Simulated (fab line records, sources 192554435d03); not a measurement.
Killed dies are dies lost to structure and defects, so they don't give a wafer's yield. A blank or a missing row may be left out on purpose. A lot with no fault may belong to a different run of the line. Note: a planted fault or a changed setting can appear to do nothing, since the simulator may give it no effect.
What tool caused it? || flow n5_finfet || 24 lots, 72 wafers sampled, at 5 steps of a route of 1938

WHAT THE GAUGES SHOWED, per wafer
N5_MOL_CONTACT_COAG_CD_MEAS_08 targets a cd of 28 nm. Usual: cd_nm at 28.00 nm, with a standard deviation of 0.23.
{"lot": "L074", "measured": "day 4 16:41", "on": "cd_sem-03", "cd_nm (nm)": "28.01 28.35 28.09", "flag": ""}
{"lot": "L075", "measured": "day 4 22:17", "on": "cd_sem-03", "cd_nm (nm)": "28.46 28.36 28.51", "flag": ""}
{"lot": "L076", "measured": "day 5 10:07", "on": "cd_sem-02", "cd_nm (nm)": "27.61 27.81 27.71", "flag": ""}
{"lot": "L077", "measured": "day 5 12:38", "on": "cd_sem-02", "cd_nm (nm)": "28.23 28.33 28.34", "flag": ""}
{"lot": "L078", "measured": "day 5 19:32", "on": "cd_sem-03", "cd_nm (nm)": "27.78 28.05 28.05", "flag": ""}
{"lot": "L079", "measured": "day 6 06:02", "on": "cd_sem-03", "cd_nm (nm)": "28.03 27.79 27.62", "flag": ""}
{"lot": "L080", "measured": "day 6 07:19", "on": "cd_sem-03", "cd_nm (nm)": "27.95 28.13 28.17", "flag": ""}
{"lot": "L081", "measured": "day 6 13:38", "on": "cd_sem-03", "cd_nm (nm)": "28.26 28.10 28.40", "flag": ""}
{"lot": "L082", "measured": "day 6 18:27", "on": "cd_sem-02", "cd_nm (nm)": "28.07 27.62 27.78", "flag": ""}
{"lot": "L083", "measured": "day 7 00:19", "on": "cd_sem-02", "cd_nm (nm)": "27.95 28.45 28.40", "flag": ""}
{"lot": "L084", "measured": "day 7 07:54", "on": "cd_sem-02", "cd_nm (nm)": "27.72 28.03 28.03", "flag": ""}
{"lot": "L086", "measured": "day 7 20:38", "on": "cd_sem-01", "cd_nm (nm)": "27.98 28.19 28.07", "flag": ""}
{"lot": "L085", "measured": "day 7 20:58", "on": "cd_sem-02", "cd_nm (nm)": "27.77 28.33 27.90", "flag": ""}
{"lot": "L087", "measured": "day 7 22:47", "on": "cd_sem-02", "cd_nm (nm)": "28.09 27.88 28.09", "flag": ""}
{"lot": "L088", "measured": "day 8 06:25", "on": "cd_sem-01", "cd_nm (nm)": "28.00 28.17 27.82", "flag": ""}
{"lot": "L089", "measured": "day 8 12:19", "on": "cd_sem-02", "cd_nm (nm)": "27.67 27.84 28.04", "flag": ""}
{"lot": "L091", "measured": "day 8 21:32", "on": "cd_sem-01", "cd_nm (nm)": "27.69 27.87 27.99", "flag": ""}
{"lot": "L090", "measured": "day 8 23:26", "on": "cd_sem-02", "cd_nm (nm)": "27.99 27.46 27.62", "flag": ""}
{"lot": "L092", "measured": "day 9 07:38", "on": "cd_sem-01", "cd_nm (nm)": "27.78 27.93 27.58", "flag": ""}
{"lot": "L093", "measured": "day 9 10:18", "on": "cd_sem-02", "cd_nm (nm)": "27.96 28.04 28.05", "flag": ""}
{"lot": "L094", "measured": "day 9 14:38", "on": "cd_sem-02", "cd_nm (nm)": "27.91 27.83 28.12", "flag": ""}
{"lot": "L095", "measured": "day 9 21:02", "on": "cd_sem-01", "cd_nm (nm)": "28.03 27.93 28.40", "flag": ""}
{"lot": "L096", "measured": "day 10 06:40", "on": "cd_sem-01", "cd_nm (nm)": "28.55 28.14 28.24", "flag": ""}
{"lot": "L097", "measured": "day 10 10:04", "on": "cd_sem-01", "cd_nm (nm)": "27.75 27.79 27.97", "flag": ""}

N5_MOL_CONTACT_COAG_INSPECT_57: inspects for defects (brightfield). Usual: raw_defect_count at 191, with a standard deviation of 52.
{"lot": "L074", "measured": "day 5 04:04", "on": "defect_inspect-02", "raw_defect_count": "163 148 112", "flag": ""}
{"lot": "L075", "measured": "day 5 08:40", "on": "defect_inspect-02", "raw_defect_count": "218 206 223", "flag": ""}
{"lot": "L076", "measured": "day 5 18:12", "on": "defect_inspect-01", "raw_defect_count": "203 131 143", "flag": ""}
{"lot": "L077", "measured": "day 5 22:01", "on": "defect_inspect-01", "raw_defect_count": "155 150 218", "flag": ""}
{"lot": "L078", "measured": "day 6 04:37", "on": "defect_inspect-02", "raw_defect_count": "154 175 230", "flag": ""}
{"lot": "L079", "measured": "day 6 16:48", "on": "defect_inspect-01", "raw_defect_count": "192 266 248", "flag": ""}
{"lot": "L080", "measured": "day 6 17:04", "on": "defect_inspect-01", "raw_defect_count": "121 152 110", "flag": ""}
{"lot": "L081", "measured": "day 6 22:29", "on": "defect_inspect-02", "raw_defect_count": "166 161 155", "flag": ""}
{"lot": "L082", "measured": "day 7 06:34", "on": "defect_inspect-01", "raw_defect_count": "124 151 187", "flag": ""}
{"lot": "L083", "measured": "day 7 12:04", "on": "defect_inspect-01", "raw_defect_count": "189 188 142", "flag": ""}
{"lot": "L084", "measured": "day 7 17:19", "on": "defect_inspect-02", "raw_defect_count": "123 173 170", "flag": ""}
{"lot": "L086", "measured": "day 8 07:13", "on": "defect_inspect-02", "raw_defect_count": "283 185 189", "flag": ""}
{"lot": "L085", "measured": "day 8 06:46", "on": "defect_inspect-01", "raw_defect_count": "345 149 185", "flag": ""}
{"lot": "L087", "measured": "day 8 08:31", "on": "defect_inspect-01", "raw_defect_count": "277 192 289", "flag": ""}
{"lot": "L088", "measured": "day 8 16:34", "on": "defect_inspect-01", "raw_defect_count": "161 201 205", "flag": ""}
{"lot": "L089", "measured": "day 8 23:55", "on": "defect_inspect-01", "raw_defect_count": "322 134 348", "flag": ""}
{"lot": "L091", "measured": "day 9 07:01", "on": "defect_inspect-01", "raw_defect_count": "239 168 240", "flag": ""}
{"lot": "L090", "measured": "day 9 11:46", "on": "defect_inspect-01", "raw_defect_count": "278 209 186", "flag": ""}
{"lot": "L092", "measured": "day 9 18:49", "on": "defect_inspect-01", "raw_defect_count": "196 236 162", "flag": ""}
{"lot": "L093", "measured": "day 9 19:10", "on": "defect_inspect-02", "raw_defect_count": "153 193 168", "flag": ""}
{"lot": "L094", "measured": "day 9 22:59", "on": "defect_inspect-01", "raw_defect_count": "216 291 257", "flag": ""}
{"lot": "L095", "measured": "day 10 06:58", "on": "defect_inspect-01", "raw_defect_count": "199 109 124", "flag": ""}
{"lot": "L096", "measured": "day 10 17:03", "on": "defect_inspect-02", "raw_defect_count": "184 188 301", "flag": ""}
{"lot": "L097", "measured": "day 10 20:44", "on": "defect_inspect-02", "raw_defect_count": "193 137 196", "flag": ""}

N5_MOL_CONTACT_COAG_CD_MEAS_101 targets a cd of 16 nm. Usual: cd_nm at 16.06 nm, with a standard deviation of 0.26.
{"lot": "L074", "measured": "day 5 06:36", "on": "cd_sem-03", "cd_nm (nm)": "15.87 16.03 15.75", "flag": ""}
{"lot": "L075", "measured": "day 5 10:56", "on": "cd_sem-02", "cd_nm (nm)": "15.89 16.28 16.09", "flag": ""}
{"lot": "L076", "measured": "day 5 20:47", "on": "cd_sem-03", "cd_nm (nm)": "16.37 16.00 16.04", "flag": ""}
{"lot": "L077", "measured": "day 6 00:35", "on": "cd_sem-03", "cd_nm (nm)": "16.15 15.90 16.19", "flag": ""}
{"lot": "L078", "measured": "day 6 06:43", "on": "cd_sem-03", "cd_nm (nm)": "15.87 16.22 16.43", "flag": ""}
{"lot": "L079", "measured": "day 6 19:07", "on": "cd_sem-02", "cd_nm (nm)": "15.86 15.85 15.70", "flag": ""}
{"lot": "L080", "measured": "day 6 19:20", "on": "cd_sem-03", "cd_nm (nm)": "16.24 15.67 16.06", "flag": ""}
{"lot": "L081", "measured": "day 7 00:38", "on": "cd_sem-03", "cd_nm (nm)": "16.48 16.44 15.96", "flag": ""}
{"lot": "L082", "measured": "day 7 09:31", "on": "cd_sem-02", "cd_nm (nm)": "16.28 16.04 16.12", "flag": ""}
{"lot": "L083", "measured": "day 7 14:44", "on": "cd_sem-02", "cd_nm (nm)": "15.86 15.84 16.29", "flag": ""}
{"lot": "L084", "measured": "day 7 20:08", "on": "cd_sem-03", "cd_nm (nm)": "16.35 16.16 16.38", "flag": ""}
{"lot": "L086", "measured": "day 8 09:38", "on": "cd_sem-02", "cd_nm (nm)": "16.16 16.42 16.52", "flag": ""}
{"lot": "L085", "measured": "day 8 09:28", "on": "cd_sem-03", "cd_nm (nm)": "16.39 16.19 15.80", "flag": ""}
{"lot": "L087", "measured": "day 8 10:55", "on": "cd_sem-02", "cd_nm (nm)": "15.79 15.69 15.66", "flag": ""}
{"lot": "L088", "measured": "day 8 18:46", "on": "cd_sem-01", "cd_nm (nm)": "15.76 16.44 16.61", "flag": ""}
{"lot": "L089", "measured": "day 9 02:16", "on": "cd_sem-02", "cd_nm (nm)": "15.99 15.96 16.09", "flag": ""}
{"lot": "L091", "measured": "day 9 09:10", "on": "cd_sem-02", "cd_nm (nm)": "16.01 15.97 15.92", "flag": ""}
{"lot": "L090", "measured": "day 9 14:02", "on": "cd_sem-01", "cd_nm (nm)": "16.11 15.72 16.57", "flag": ""}
{"lot": "L092", "measured": "day 9 21:40", "on": "cd_sem-02", "cd_nm (nm)": "15.73 15.87 16.02", "flag": ""}
{"lot": "L093", "measured": "day 9 21:55", "on": "cd_sem-03", "cd_nm (nm)": "15.81 16.30 16.02", "flag": ""}
{"lot": "L094", "measured": "day 10 01:23", "on": "cd_sem-02", "cd_nm (nm)": "16.13 16.59 16.40", "flag": ""}
{"lot": "L095", "measured": "day 10 09:20", "on": "cd_sem-02", "cd_nm (nm)": "16.40 16.00 15.71", "flag": ""}
{"lot": "L096", "measured": "day 10 19:29", "on": "cd_sem-01", "cd_nm (nm)": "15.82 16.03 16.37", "flag": ""}
{"lot": "L097", "measured": "day 10 22:58", "on": "cd_sem-02", "cd_nm (nm)": "15.62 16.37 15.35", "flag": ""}

TOOL THAT RAN EACH LOT (tool first, then ch and the chambers of the sampled wafers, then the start)
{"lot": "L074", "N5_MOL_CONTACT_COAG_ANNEAL_113": "rtp_anneal-01 ch 0, day 4 20:08", "N5_MOL_CONTACT_COAG_ETCH_91": "rie_diel-06 ch 0,1,2, day 5 04:52"}
{"lot": "L075", "N5_MOL_CONTACT_COAG_ANNEAL_113": "rtp_anneal-02 ch 0, day 5 03:00", "N5_MOL_CONTACT_COAG_ETCH_91": "rie_diel-04 ch 0,1,2, day 5 09:13"}
{"lot": "L076", "N5_MOL_CONTACT_COAG_ANNEAL_113": "rtp_anneal-02 ch 0, day 5 12:59", "N5_MOL_CONTACT_COAG_ETCH_91": "rie_diel-01 ch 0,2, day 5 18:36"}
{"lot": "L077", "N5_MOL_CONTACT_COAG_ANNEAL_113": "rtp_anneal-02 ch 0, day 5 15:48", "N5_MOL_CONTACT_COAG_ETCH_91": "rie_diel-01 ch 2,3, day 5 22:23"}
{"lot": "L078", "N5_MOL_CONTACT_COAG_ANNEAL_113": "rtp_anneal-01 ch 0, day 5 23:25", "N5_MOL_CONTACT_COAG_ETCH_91": "rie_diel-06 ch 0,1,2, day 6 04:59"}
{"lot": "L079", "N5_MOL_CONTACT_COAG_ANNEAL_113": "rtp_anneal-02 ch 0, day 6 11:09", "N5_MOL_CONTACT_COAG_ETCH_91": "rie_diel-01 ch 1,2,3, day 6 17:13"}
{"lot": "L080", "N5_MOL_CONTACT_COAG_ANNEAL_113": "rtp_anneal-02 ch 0, day 6 12:12", "N5_MOL_CONTACT_COAG_ETCH_91": "rie_diel-04 ch 0,1,3, day 6 17:26"}
{"lot": "L081", "N5_MOL_CONTACT_COAG_ANNEAL_113": "rtp_anneal-02 ch 0, day 6 16:45", "N5_MOL_CONTACT_COAG_ETCH_91": "rie_diel-06 ch 0,2,3, day 6 22:53"}
{"lot": "L082", "N5_MOL_CONTACT_COAG_ANNEAL_113": "rtp_anneal-01 ch 0, day 6 23:44", "N5_MOL_CONTACT_COAG_ETCH_91": "rie_diel-06 ch 1,3, day 7 06:56"}
{"lot": "L083", "N5_MOL_CONTACT_COAG_ANNEAL_113": "rtp_anneal-02 ch 0, day 7 04:33", "N5_MOL_CONTACT_COAG_ETCH_91": "rie_diel-06 ch 0,1,3, day 7 12:59"}
{"lot": "L084", "N5_MOL_CONTACT_COAG_ANNEAL_113": "rtp_anneal-02 ch 0, day 7 11:34", "N5_MOL_CONTACT_COAG_ETCH_91": "rie_diel-06 ch 0,3, day 7 18:05"}
{"lot": "L086", "N5_MOL_CONTACT_COAG_ANNEAL_113": "rtp_anneal-01 ch 0, day 8 01:19", "N5_MOL_CONTACT_COAG_ETCH_91": "rie_diel-04 ch 0,1, day 8 07:37"}
{"lot": "L085", "N5_MOL_CONTACT_COAG_ANNEAL_113": "rtp_anneal-02 ch 0, day 8 00:53", "N5_MOL_CONTACT_COAG_ETCH_91": "rie_diel-01 ch 0,2, day 8 07:31"}
{"lot": "L087", "N5_MOL_CONTACT_COAG_ANNEAL_113": "rtp_anneal-02 ch 0, day 8 03:24", "N5_MOL_CONTACT_COAG_ETCH_91": "rie_diel-06 ch 0,3, day 8 09:04"}
{"lot": "L088", "N5_MOL_CONTACT_COAG_ANNEAL_113": "rtp_anneal-02 ch 0, day 8 09:29", "N5_MOL_CONTACT_COAG_ETCH_91": "rie_diel-04 ch 1,2,3, day 8 17:02"}
{"lot": "L089", "N5_MOL_CONTACT_COAG_ANNEAL_113": "rtp_anneal-02 ch 0, day 8 16:17", "N5_MOL_CONTACT_COAG_ETCH_91": "rie_diel-06 ch 0,1,2, day 9 00:17"}
{"lot": "L091", "N5_MOL_CONTACT_COAG_ANNEAL_113": "rtp_anneal-02 ch 0, day 9 00:19", "N5_MOL_CONTACT_COAG_ETCH_91": "rie_diel-06 ch 0,1,3, day 9 07:23"}
{"lot": "L090", "N5_MOL_CONTACT_COAG_ANNEAL_113": "rtp_anneal-02 ch 0, day 9 03:08", "N5_MOL_CONTACT_COAG_ETCH_91": "rie_diel-04 ch 1,2, day 9 12:19"}
{"lot": "L092", "N5_MOL_CONTACT_COAG_ANNEAL_113": "rtp_anneal-01 ch 0, day 9 12:22", "N5_MOL_CONTACT_COAG_ETCH_91": "rie_diel-04 ch 1,2,3, day 9 19:31"}
{"lot": "L093", "N5_MOL_CONTACT_COAG_ANNEAL_113": "rtp_anneal-02 ch 0, day 9 13:09", "N5_MOL_CONTACT_COAG_ETCH_91": "rie_diel-04 ch 1,2,3, day 9 20:01"}
{"lot": "L094", "N5_MOL_CONTACT_COAG_ANNEAL_113": "rtp_anneal-02 ch 0, day 9 17:27", "N5_MOL_CONTACT_COAG_ETCH_91": "rie_diel-06 ch 0,2,3, day 9 23:30"}
{"lot": "L095", "N5_MOL_CONTACT_COAG_ANNEAL_113": "rtp_anneal-02 ch 0, day 10 00:53", "N5_MOL_CONTACT_COAG_ETCH_91": "rie_diel-06 ch 0,3, day 10 07:37"}
{"lot": "L096", "N5_MOL_CONTACT_COAG_ANNEAL_113": "rtp_anneal-02 ch 0, day 10 10:55", "N5_MOL_CONTACT_COAG_ETCH_91": "rie_diel-04 ch 1,2,3, day 10 17:26"}
{"lot": "L097", "N5_MOL_CONTACT_COAG_ANNEAL_113": "rtp_anneal-01 ch 0, day 10 14:28", "N5_MOL_CONTACT_COAG_ETCH_91": "rie_diel-04 ch 0,2, day 10 21:07"}
- N5_MOL_CONTACT_COAG_ANNEAL_113: time 300 s.
- N5_MOL_CONTACT_COAG_ETCH_91: etches SOC in N2/H2, target depth 60 nm, overetch 21 nm, time 101.2 s.

AS READ BY THE TOOLS THEMSELVES (means over the sampled wafers that have a number; for cases with no such wafer, the mark the record gives instead)
N5_MOL_CONTACT_COAG_ANNEAL_113. Usual: lamp_power_pct 2.78 %, standard deviation 0.27; wafer_temp_C_max 402.4, standard deviation 0.46.
{"lot": "L074", "tool": "rtp_anneal-01", "lamp_power_pct (%)": 2.31, "wafer_temp_C_max": 403.0, "flag": ""}
{"lot": "L075", "tool": "rtp_anneal-02", "lamp_power_pct (%)": 2.94, "wafer_temp_C_max": 402.3, "flag": ""}
{"lot": "L076", "tool": "rtp_anneal-02", "lamp_power_pct (%)": 2.94, "wafer_temp_C_max": 402.0, "flag": ""}
{"lot": "L077", "tool": "rtp_anneal-02", "lamp_power_pct (%)": 2.94, "wafer_temp_C_max": 402.0, "flag": ""}
{"lot": "L078", "tool": "rtp_anneal-01", "lamp_power_pct (%)": 2.31, "wafer_temp_C_max": 402.0, "flag": ""}
{"lot": "L079", "tool": "rtp_anneal-02", "lamp_power_pct (%)": 2.94, "wafer_temp_C_max": 402.7, "flag": ""}
{"lot": "L080", "tool": "rtp_anneal-02", "lamp_power_pct (%)": 2.94, "wafer_temp_C_max": 402.2, "flag": ""}
{"lot": "L081", "tool": "rtp_anneal-02", "lamp_power_pct (%)": 2.94, "wafer_temp_C_max": 402.4, "flag": ""}
{"lot": "L082", "tool": "rtp_anneal-01", "lamp_power_pct (%)": 2.30, "wafer_temp_C_max": 402.5, "flag": ""}
{"lot": "L083", "tool": "rtp_anneal-02", "lamp_power_pct (%)": 2.94, "wafer_temp_C_max": 402.2, "flag": ""}
{"lot": "L084", "tool": "rtp_anneal-02", "lamp_power_pct (%)": 2.94, "wafer_temp_C_max": 402.5, "flag": ""}
{"lot": "L086", "tool": "rtp_anneal-01", "lamp_power_pct (%)": 2.31, "wafer_temp_C_max": 402.0, "flag": ""}
{"lot": "L085", "tool": "rtp_anneal-02", "lamp_power_pct (%)": 2.94, "wafer_temp_C_max": 402.1, "flag": ""}
{"lot": "L087", "tool": "rtp_anneal-02", "lamp_power_pct (%)": 2.94, "wafer_temp_C_max": 402.7, "flag": ""}
{"lot": "L088", "tool": "rtp_anneal-02", "lamp_power_pct (%)": 2.93, "wafer_temp_C_max": 402.4, "flag": ""}
{"lot": "L089", "tool": "rtp_anneal-02", "lamp_power_pct (%)": 2.94, "wafer_temp_C_max": 402.3, "flag": ""}
{"lot": "L091", "tool": "rtp_anneal-02", "lamp_power_pct (%)": 2.93, "wafer_temp_C_max": 402.8, "flag": ""}
{"lot": "L090", "tool": "rtp_anneal-02", "lamp_power_pct (%)": 2.94, "wafer_temp_C_max": 402.7, "flag": ""}
{"lot": "L092", "tool": "rtp_anneal-01", "lamp_power_pct (%)": 2.31, "wafer_temp_C_max": 402.3, "flag": ""}
{"lot": "L093", "tool": "rtp_anneal-02", "lamp_power_pct (%)": 2.94, "wafer_temp_C_max": 402.4, "flag": ""}
{"lot": "L094", "tool": "rtp_anneal-02", "lamp_power_pct (%)": 2.94, "wafer_temp_C_max": 402.2, "flag": ""}
{"lot": "L095", "tool": "rtp_anneal-02", "lamp_power_pct (%)": 2.94, "wafer_temp_C_max": 402.5, "flag": ""}
{"lot": "L096", "tool": "rtp_anneal-02", "lamp_power_pct (%)": 2.94, "wafer_temp_C_max": 402.4, "flag": ""}
{"lot": "L097", "tool": "rtp_anneal-01", "lamp_power_pct (%)": 2.31, "wafer_temp_C_max": 402.6, "flag": ""}

N5_MOL_CONTACT_COAG_ETCH_91. Usual: drypump_motor_current_A 5.7 A, standard deviation 0.51; h2_flow_sccm 200.0 sccm, standard deviation 0.6; oes_product_au 0.65 a.u., standard deviation 0.074; rf_vpp_V 524.4 V, standard deviation 2.6; showerhead_plenum_p_Torr 2.56 Torr, standard deviation 0.084; throttle_valve_pct 17.86 %, standard deviation 0.19.
{"lot": "L074", "tool": "rie_diel-06", "drypump_motor_current_A (A)": 5.4, "h2_flow_sccm (sccm)": 200.3, "oes_product_au (a.u.)": 0.61, "rf_vpp_V (V)": 524.3, "showerhead_plenum_p_Torr (Torr)": 2.56, "throttle_valve_pct (%)": 17.92, "flag": ""}
{"lot": "L075", "tool": "rie_diel-04", "drypump_motor_current_A (A)": 5.9, "h2_flow_sccm (sccm)": 200.6, "oes_product_au (a.u.)": 0.60, "rf_vpp_V (V)": 522.7, "showerhead_plenum_p_Torr (Torr)": 2.49, "throttle_valve_pct (%)": 18.10, "flag": ""}
{"lot": "L076", "tool": "rie_diel-01", "drypump_motor_current_A (A)": 5.4, "h2_flow_sccm (sccm)": 199.7, "oes_product_au (a.u.)": 0.61, "rf_vpp_V (V)": 525.6, "showerhead_plenum_p_Torr (Torr)": 2.57, "throttle_valve_pct (%)": 17.91, "flag": ""}
{"lot": "L077", "tool": "rie_diel-01", "drypump_motor_current_A (A)": 5.6, "h2_flow_sccm (sccm)": 200.0, "oes_product_au (a.u.)": 0.68, "rf_vpp_V (V)": 525.8, "showerhead_plenum_p_Torr (Torr)": 2.56, "throttle_valve_pct (%)": 17.66, "flag": ""}
{"lot": "L078", "tool": "rie_diel-06", "drypump_motor_current_A (A)": 5.4, "h2_flow_sccm (sccm)": 199.8, "oes_product_au (a.u.)": 0.61, "rf_vpp_V (V)": 523.5, "showerhead_plenum_p_Torr (Torr)": 2.56, "throttle_valve_pct (%)": 17.93, "flag": ""}
{"lot": "L079", "tool": "rie_diel-01", "drypump_motor_current_A (A)": 5.3, "h2_flow_sccm (sccm)": 200.2, "oes_product_au (a.u.)": 0.73, "rf_vpp_V (V)": 524.1, "showerhead_plenum_p_Torr (Torr)": 2.55, "throttle_valve_pct (%)": 17.61, "flag": ""}
{"lot": "L080", "tool": "rie_diel-04", "drypump_motor_current_A (A)": 5.6, "h2_flow_sccm (sccm)": 199.6, "oes_product_au (a.u.)": 0.61, "rf_vpp_V (V)": 521.8, "showerhead_plenum_p_Torr (Torr)": 2.49, "throttle_valve_pct (%)": 17.91, "flag": ""}
{"lot": "L081", "tool": "rie_diel-06", "drypump_motor_current_A (A)": 5.9, "h2_flow_sccm (sccm)": 199.9, "oes_product_au (a.u.)": 0.62, "rf_vpp_V (V)": 525.3, "showerhead_plenum_p_Torr (Torr)": 2.60, "throttle_valve_pct (%)": 17.91, "flag": ""}
{"lot": "L082", "tool": "rie_diel-06", "drypump_motor_current_A (A)": 5.8, "h2_flow_sccm (sccm)": 200.3, "oes_product_au (a.u.)": 0.60, "rf_vpp_V (V)": 524.0, "showerhead_plenum_p_Torr (Torr)": 2.55, "throttle_valve_pct (%)": 17.86, "flag": ""}
{"lot": "L083", "tool": "rie_diel-06", "drypump_motor_current_A (A)": 5.9, "h2_flow_sccm (sccm)": 200.8, "oes_product_au (a.u.)": 0.62, "rf_vpp_V (V)": 525.5, "showerhead_plenum_p_Torr (Torr)": 2.60, "throttle_valve_pct (%)": 17.87, "flag": ""}
{"lot": "L084", "tool": "rie_diel-06", "drypump_motor_current_A (A)": 6.4, "h2_flow_sccm (sccm)": 200.1, "oes_product_au (a.u.)": 0.63, "rf_vpp_V (V)": 526.0, "showerhead_plenum_p_Torr (Torr)": 2.65, "throttle_valve_pct (%)": 17.84, "flag": ""}
{"lot": "L086", "tool": "rie_diel-04", "drypump_motor_current_A (A)": 5.6, "h2_flow_sccm (sccm)": 200.1, "oes_product_au (a.u.)": 0.59, "rf_vpp_V (V)": 522.9, "showerhead_plenum_p_Torr (Torr)": 2.52, "throttle_valve_pct (%)": 18.05, "flag": ""}
{"lot": "L085", "tool": "rie_diel-01", "drypump_motor_current_A (A)": 5.5, "h2_flow_sccm (sccm)": 199.4, "oes_product_au (a.u.)": 0.67, "rf_vpp_V (V)": 524.9, "showerhead_plenum_p_Torr (Torr)": 2.56, "throttle_valve_pct (%)": 17.80, "flag": ""}
{"lot": "L087", "tool": "rie_diel-06", "drypump_motor_current_A (A)": 6.4, "h2_flow_sccm (sccm)": 199.8, "oes_product_au (a.u.)": 0.63, "rf_vpp_V (V)": 527.1, "showerhead_plenum_p_Torr (Torr)": 2.64, "throttle_valve_pct (%)": 17.86, "flag": ""}
{"lot": "L088", "tool": "rie_diel-04", "drypump_motor_current_A (A)": 5.9, "h2_flow_sccm (sccm)": 201.3, "oes_product_au (a.u.)": 0.66, "rf_vpp_V (V)": 523.0, "showerhead_plenum_p_Torr (Torr)": 2.55, "throttle_valve_pct (%)": 17.79, "flag": ""}
{"lot": "L089", "tool": "rie_diel-06", "drypump_motor_current_A (A)": 5.4, "h2_flow_sccm (sccm)": 199.9, "oes_product_au (a.u.)": 0.67, "rf_vpp_V (V)": 524.9, "showerhead_plenum_p_Torr (Torr)": 2.55, "throttle_valve_pct (%)": 17.82, "flag": ""}
{"lot": "L091", "tool": "rie_diel-06", "drypump_motor_current_A (A)": 5.9, "h2_flow_sccm (sccm)": 199.5, "oes_product_au (a.u.)": 0.61, "rf_vpp_V (V)": 525.4, "showerhead_plenum_p_Torr (Torr)": 2.60, "throttle_valve_pct (%)": 17.90, "flag": ""}
{"lot": "L090", "tool": "rie_diel-04", "drypump_motor_current_A (A)": 6.2, "h2_flow_sccm (sccm)": 200.5, "oes_product_au (a.u.)": 0.71, "rf_vpp_V (V)": 526.4, "showerhead_plenum_p_Torr (Torr)": 2.65, "throttle_valve_pct (%)": 17.86, "flag": ""}
{"lot": "L092", "tool": "rie_diel-04", "drypump_motor_current_A (A)": 5.9, "h2_flow_sccm (sccm)": 199.1, "oes_product_au (a.u.)": 0.65, "rf_vpp_V (V)": 523.6, "showerhead_plenum_p_Torr (Torr)": 2.55, "throttle_valve_pct (%)": 17.82, "flag": ""}
{"lot": "L093", "tool": "rie_diel-04", "drypump_motor_current_A (A)": 5.9, "h2_flow_sccm (sccm)": 200.5, "oes_product_au (a.u.)": 0.66, "rf_vpp_V (V)": 523.8, "showerhead_plenum_p_Torr (Torr)": 2.55, "throttle_valve_pct (%)": 17.81, "flag": ""}
{"lot": "L094", "tool": "rie_diel-06", "drypump_motor_current_A (A)": 5.9, "h2_flow_sccm (sccm)": 199.5, "oes_product_au (a.u.)": 0.67, "rf_vpp_V (V)": 525.5, "showerhead_plenum_p_Torr (Torr)": 2.59, "throttle_valve_pct (%)": 17.81, "flag": ""}
{"lot": "L095", "tool": "rie_diel-06", "drypump_motor_current_A (A)": 5.9, "h2_flow_sccm (sccm)": 199.9, "oes_product_au (a.u.)": 0.62, "rf_vpp_V (V)": 526.2, "showerhead_plenum_p_Torr (Torr)": 2.64, "throttle_valve_pct (%)": 17.94, "flag": ""}
{"lot": "L096", "tool": "rie_diel-04", "drypump_motor_current_A (A)": 5.9, "h2_flow_sccm (sccm)": 199.6, "oes_product_au (a.u.)": 0.65, "rf_vpp_V (V)": 524.0, "showerhead_plenum_p_Torr (Torr)": 2.54, "throttle_valve_pct (%)": 17.83, "flag": ""}
{"lot": "L097", "tool": "rie_diel-04", "drypump_motor_current_A (A)": 5.9, "h2_flow_sccm (sccm)": 199.8, "oes_product_au (a.u.)": 0.77, "rf_vpp_V (V)": 523.9, "showerhead_plenum_p_Torr (Torr)": 2.57, "throttle_valve_pct (%)": 17.87, "flag": ""}

THE ANSWER, worked out from the rows above alone
Rule: a lot is off if the mean of its wafers that have a number lies more than 3 standard deviations from the usual mean. A lot without any number at a reading at which 4 lots or more have one is off too. The other lots that the step has rows for count as sound. First the gauges in route order, then the tools' own readings, where a lot's mean is used as printed above. The first step at which some lot is off is used, and at that step the reading that is off furthest; a lot without a number counts as furthest.
No lot is off at any reading shown: from this, nothing can be told.

WHAT HAD BEEN PUT IN BY THE SIMULATOR
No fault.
